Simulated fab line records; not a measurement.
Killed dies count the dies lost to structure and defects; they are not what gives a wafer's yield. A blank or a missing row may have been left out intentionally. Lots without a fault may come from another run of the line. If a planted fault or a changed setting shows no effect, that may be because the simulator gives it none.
A struck lot beside a sound one ; flow n5-finfet ; 37 out of 1938 route steps
Sound: the wafers L924.1, L924.2, L924.5. Struck: wafer L915.4 (left out: L915.5, a lot-mate that was not struck); the cause follows at the end.
At each step with rows: each side's tool, then ch and its chambers, then its first start. Under that, the readings that differ: sound wafers ; struck wafers ; difference of the means ; sigmas: that difference in standard deviations of wafers without a fault.
alike: same words and numbers on both sides, and readings whose means sit less than 2 such deviations apart. not compared: any withheld reading, any reading some wafer has no value for, any bound like >300 that may hide the same value, and any number with overlapping values for which the record gives no deviation.
Wherever a step has rows on one side only, a row that says differs or no value, or a row with sigmas, the two part there. Non-overlapping numbers with no deviation appear without sigmas and do not part them. A reading missing from all wafers of one side parts the sides only when that side holds two or more wafers.

first, 8 steps without rows for these wafers: N5_MOL_CONTACT_COAG_SRD_139 (time 30 s); N5_MOL_CONTACT_COAG_PRE_CLEAN_121; N5_MOL_CONTACT_COAG_CVD_140 (deposits W, target thk 66.5 nm, time 215 s); N5_MOL_CONTACT_COAG_PRECLEAN_127 (cleans in DIW, time 57.5 s); N5_MOL_CONTACT_COAG_SRD_128 (dry time 32 s); N5_MOL_CONTACT_COAG_CMP_52 (polishes, stops on SiO2, t overpolish 1.5 s, target thk 66.5 nm); N5_MOL_CONTACT_COAG_ANNEAL_112 (time 1800 s); N5_BEOL_M0_SAQP_PECVD_00 (deposits SiCN from 3MS/NH3, target thk 8 nm, time 14 s).
N5_BEOL_M0_SAQP_ILD_DEP_01: deposits SiOC from DEMS/O2, target thk 45.419 nm, time 8.7 s.
  sound on pecvd-04 ch 0,1, day 10 14:32; struck on pecvd-01 ch 1, day 7 22:30
reading;sound;struck;difference;sigmas
model.SiOC_of_BEOL_M0_SAQP_ILD_DEP_01.thk-nm (nm);45.2 45.2 45.4;48.8;+3.5;
  alike: heater-power-w, showerhead-plenum-p-Torr, throttle-valve-pct
then, 25 steps without rows for these wafers: N5_BEOL_M0_SAQP_HM_DEP_02 (deposits TiN, target thk 12 nm); N5_BEOL_M0_SAQP_PECVD_03 (deposits SiCN from 3MS/NH3, target thk 12 nm, time 21.1 s); N5_BEOL_M0_SAQP_PECVD_96 (deposits a-Si from SiH4/He, target thk 45 nm, time 45.2 s); N5_BEOL_M0_SAQP_PECVD_97 (deposits SiNx from SiH4/NH3/N2, target thk 23 nm, time 19.9 s); N5_BEOL_M0_SAQP_PECVD_04 (deposits a-Si from SiH4/He, target thk 60 nm, time 60.2 s); N5_BEOL_M0_SAQP_HM_DEP_111 (deposits SiO2 from SiH4/N2O, target thk 12 nm, time 7.2 s); N5_BEOL_M0_SAQP_COAT_81 (time 60 s, resist thk 100 nm); N5_BEOL_M0_SAQP_COAT_82 (time 60 s, resist thk 30 nm); N5_BEOL_M0_SAQP_COAT_08 (resist thk 90 nm); N5_BEOL_M0_SAQP_EBR_10; N5_BEOL_M0_SAQP_SOFTBAKE_09 (time 60 s); N5_BEOL_M0_SAQP_EXPOSE_11 (exposes mask M0 CORE, target cd 42 nm); N5_BEOL_M0_SAQP_PEB_12 (peb time 60 s); N5_BEOL_M0_SAQP_DEVELOP_13 (develop time 30 s); N5_BEOL_M0_SAQP_DESCUM_19 (chemistry O2, time 7.9 s); N5_BEOL_M0_SAQP_ETCH_83 (etches SiARC in CF4, target depth 39 nm, time 65 s); N5_BEOL_M0_SAQP_ETCH_84 (etches SOC in N2/H2, target depth 100 nm, overetch 20 nm, time 150 s); N5_BEOL_M0_SAQP_STRIP_80 (strips in N2/H2); N5_BEOL_M0_SAQP_HM_OPEN_112 (chemistry CHF3/O2, target SiO2, stops on a-Si, target depth 12 nm, time 13.5 s); N5_BEOL_M0_SAQP_STRIP_113 (strips in CHF3/O2); N5_BEOL_M0_SAQP_MANDREL_ETCH_20 (etches a-Si in HBr/Cl2, stops on SiNx, target depth 60 nm, bt time 10 s, time 30 s); N5_BEOL_M0_SAQP_STRIP_86 (strips in N2/H2); N5_BEOL_M0_SAQP_STRIP_115 (strips in post etch residue remover, time 60 s); N5_BEOL_M0_SAQP_SRD_93 (time 30 s); N5_BEOL_M0_SAQP_RECESS_114 (chemistry HF/NH3, target SiO2, target depth 14.4 nm, afs cycles 3, sublimation time 60 s).
N5_BEOL_M0_CMP_120: polishes, stops on SiOC, t overpolish 6.9 s.
  sound on cmp-02 ch 1,3, day 11 08:28; struck on cmp-02 ch 0, day 8 10:13
reading;sound;struck;difference;sigmas
time-to-endpoint-s (s);66.3 63.8 68.3;62.2;-3.9;-2
model.SiOC_of_BEOL_M0_SAQP_ILD_DEP_01.thk-nm (nm);39.2 39 39.4;42.6;+3.4;
  alike: barrier-field-endpoint-s, clearing-platen-down-force-psi, motor-current-A, overpolish-run-s, slurry-flow-ml-min
  not compared: pad-life-wafers
-- a jump in the record: the struck wafers' starts before and after are 2 days apart (it breaks off in module BEOL_M0 and resumes in module BEOL_M4, where the first step shown is number 1111 of the route) --
N5_BEOL_M4_RC_MEAS_101:
  sound on prober-02 ch 0, day 13 04:22; struck on prober-02 ch 0, day 10 17:59
reading;sound;struck;difference;sigmas
VT_N (mV);249.6 249.4 249.9;254.8;+5.2;+2
  alike: DIBL_N, DIBL_P, IOFF_N, IOFF_P, ION_N, ION_P, SS_N, SS_P, VT_P
-- a jump in the record: the struck wafers' starts before and after are 4 days apart (it breaks off in module BEOL_M4 and resumes in module PASSIVATION, where the first step shown is number 1936 of the route) --
N5_PASSIVATION_PROBE_49:
  sound: prober-01 at day 17 18:29; struck: prober-01 at day 14 23:14
  alike: defect-limited-yield, killed_at_M0_to_M3, killed_at_M4_up, killed-at-contacts, killed-at-front-end, killed-at-other, killed-dies, killed-on-rim, killed-open, killed-short, sort_bin_5_function, sort_bin_6_memory, sort-n-pass, sort-yield-pct

## WHERE THEY PART
At N5_BEOL_M0_CMP_120 first; at N5_BEOL_M4_RC_MEAS_101 last (within this record only). Later steps at which nothing parts them and some readings are alike: N5_PASSIVATION_PROBE_49.

WHY: what the simulator had put in
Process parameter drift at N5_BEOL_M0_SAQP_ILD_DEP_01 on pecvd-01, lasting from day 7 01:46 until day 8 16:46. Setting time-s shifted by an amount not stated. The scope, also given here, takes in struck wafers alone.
